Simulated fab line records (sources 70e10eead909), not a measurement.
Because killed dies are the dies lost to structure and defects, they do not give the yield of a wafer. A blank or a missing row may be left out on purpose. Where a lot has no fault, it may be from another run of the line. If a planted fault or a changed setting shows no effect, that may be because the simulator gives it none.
Chamber matching    flow nand_harc    rie_diel-01 running NHARC_P_CONTACT_ETCH_35: 4 sister chambers
The step etches the open film in CF4, target depth 39 nm, time 65 s. 22 wafers are shown with their chamber, then 11 later ones without.

## WAFERS WITH THEIR CHAMBER
wafer   chamber  drypump_motor_current_A (A)  rf_vpp_V (V)  oes_product_au (a.u.)
L076.4  1        6.1                          153.3         0.988
L076.5  1        6.1                          152.6         0.982
L076.6  0        5.9                          151.3         1.004
L080.2  3        5.4                          152.9         0.988
L080.3  1        6.1                          152.7         0.996
L080.4  0        5.9                          151.1         1.008
L083.1  3        5.5                          152.6         0.985
L083.5  3        5.5                          152.7         0.991
L083.6  2        5.2                          151.3         0.997
L085.2  2        5.1                          149.5         0.992
L085.3  0        5.9                          150.6         1.013
L085.4  1        6.1                          153.0         0.999
L086.1  3        5.5                          151.5         0.993
L086.2  2        5.1                          150.5         0.995
L086.4  0        5.9                          150.8         1.011
L087.1  1        6.1                          152.0         1.001
L087.4  0        5.8                          151.5         1.015
L087.5  0        5.8                          151.1         1.011
L091.1  1        6.1                          152.3         1.003
L091.3  0        5.9                          150.2         1.009
L091.4  3        5.5                          153.9         0.982
L092.1  0        5.9                          150.7         1.000

SIGNATURES, as means of the wafers listed above
reading                  chamber 0  chamber 1  chamber 2  chamber 3  scatter within a chamber
drypump_motor_current_A  5.875      6.100      5.133      5.480      0.0406
rf_vpp_V                 150.912    152.650    150.433    152.720    0.618
oes_product_au           1.00887    0.99483    0.99467    0.98780    0.00574
Rule: for a wafer and a chamber, the distance is found by dividing, reading by reading, the gap between the wafer's reading and the chamber's mean by the reading's scatter, squaring, summing and taking the root. If the next closest chamber is less than 2 further off than the closest, the wafer can't be placed; otherwise it belongs to the closest. How the scatter is found: for the shown wafers, subtract from each reading the mean of its chamber, square and add these, divide the total by (wafers less chambers), then take the root.

## WAFERS MISSING THEIR CHAMBER
wafer   drypump_motor_current_A (A)  rf_vpp_V (V)  oes_product_au (a.u.)
L092.2  6.1                          151.6         1.006
L092.5  6.1                          154.1         1.011
L095.1  5.1                          151.0         0.986
L095.2  6.1                          153.1         1.009
L095.4  5.5                          152.9         0.980
L097.3  6.1                          153.4         1.019
L097.5  6.1                          153.0         1.006
L097.6  5.1                          148.5         0.994
L096.1  5.2                          150.5         0.994
L096.3  6.1                          151.8         1.009
L096.4  5.9                          151.7         1.016

## EACH ONE'S CHAMBER
wafer   from the rows above  in truth
L092.2  1                    1
L092.5  1                    1
L095.1  2                    2
L095.2  1                    1
L095.4  3                    3
L097.3  1                    1
L097.5  1                    1
L097.6  2                    2
L096.1  2                    2
L096.3  1                    1
L096.4  0                    0
11 of 11 placed correctly. From these rows, 0 cannot be placed. Placed wrongly: 0.
